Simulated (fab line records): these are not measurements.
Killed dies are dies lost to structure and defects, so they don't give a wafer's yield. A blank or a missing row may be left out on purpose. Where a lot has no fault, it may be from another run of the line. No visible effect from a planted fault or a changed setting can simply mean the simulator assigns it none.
Chamber matching -- flow nandHarc -- NHARC_P_M0_PRE_CLEAN_31 on pecvd-04 has 3 sister chambers
The step time 12 s. 6 wafers are shown with their chamber, then 10 later ones without.

== EACH WAFER AND ITS CHAMBER ==
wafer,chamber,heaterPowerW (W),rfFwdPowerW (W)
L086.4,2,555,292.4
L087.3,2,608,292.0
L087.4,1,565,293.6
L087.6,0,610,292.6
L090.2,1,523,291.6
L090.3,0,624,292.7

== WAFERS MISSING THEIR CHAMBER ==
wafer,heaterPowerW (W),rfFwdPowerW (W)
L090.5,626,291.9
L091.3,532,292.4
L091.4,600,292.2
L091.6,529,292.5
L092.4,578,292.0
L092.5,629,291.3
L092.6,528,292.8
L093.4,518,295.3
L093.5,527,293.7
L093.6,590,292.7

== WHICH CHAMBER EACH WENT THROUGH ==
wafer,from the rows above,in truth
L090.5,can't be placed: 0 or 2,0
L091.3,can't be placed: 1 or 2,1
L091.4,can't be placed: 2 or 0 or 1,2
L091.6,can't be placed: 1 or 2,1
L092.4,can't be placed: 2 or 1 or 0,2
L092.5,can't be placed: 0 or 2 or 1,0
L092.6,can't be placed: 1 or 2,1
L093.4,can't be placed: 1 or 2 or 0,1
L093.5,can't be placed: 1 or 2 or 0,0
L093.6,can't be placed: 2 or 0 or 1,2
0 of 10 placed correctly. From these rows, 10 cannot be placed; in 10 the true chamber is one of the candidates. 0 placed wrongly.
How it was worked out, from the rows above alone: a wafer's distance from a chamber is the root of the sum, over the readings, of the square of ((its reading less the chamber's mean) divided by the reading's scatter). The wafer belongs to the nearest chamber; if the next one is less than 2 further off, it can't be placed. A chamber's mean is the mean of its shown wafers. The scatter: the root of (the sum of the squares of (reading less its chamber's mean) over the shown wafers, divided by (wafers less chambers)).
